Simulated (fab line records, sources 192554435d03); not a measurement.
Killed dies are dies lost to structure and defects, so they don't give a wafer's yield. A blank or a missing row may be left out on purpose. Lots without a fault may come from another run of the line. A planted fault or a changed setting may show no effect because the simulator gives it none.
Which tool did it? | flow n5_finfet | 6 lots, 18 wafers sampled, at 2 steps of a route of 1938

WHAT THE GAUGES READ, wafer by wafer
N5_BEOL_M11_INSPECT_58: inspects for defects (darkfield).
lot  | measured     | on                | raw_defect_count
L675 | day 11 13:36 | defect_inspect-02 | 63 52 77
L685 | day 13 22:28 | defect_inspect-01 | 64 59 65
L687 | day 14 01:13 | defect_inspect-02 | 89 69 100
L688 | day 14 14:03 | defect_inspect-01 | 104 112 83
L696 | day 16 16:20 | defect_inspect-02 | 45 76 53
L695 | day 17 02:35 | defect_inspect-01 | 110 69 65

WHICH TOOL RAN EACH LOT (tool, then ch and the chambers of the sampled wafers, then the start)
lot  | N5_BEOL_M11_SPUTTER_48
L675 | pvd_sputter-01, day 11 12:03
L685 | pvd_sputter-02, day 13 21:28
L687 | pvd_sputter-02, day 13 23:58
L688 | pvd_sputter-01, day 14 10:33
L696 | pvd_sputter-03, day 16 15:14
L695 | pvd_sputter-02, day 17 01:13
- N5_BEOL_M11_SPUTTER_48: material Cu, target thk 12 nm, time 2 s.

THE ANSWER, worked out from the rows above alone
Rule: what is usual is taken from the lots themselves. Put in order of their means at a reading, lots are off if they are a third of the lots or fewer, leave a main group of 4 or more, and stand apart from it by a gap of 3 or more times the standard deviation of the main group's means; of several such gaps the widest counts. A main group whose means are all the same, to the digits that the tables above print for the reading, isn't used. A lot without any number at a reading at which 4 lots or more have one is off too. The other lots that the step has rows for count as sound.
No lot is off at any reading shown: from this, nothing can be told.

WHAT THE SIMULATOR HAD PUT IN
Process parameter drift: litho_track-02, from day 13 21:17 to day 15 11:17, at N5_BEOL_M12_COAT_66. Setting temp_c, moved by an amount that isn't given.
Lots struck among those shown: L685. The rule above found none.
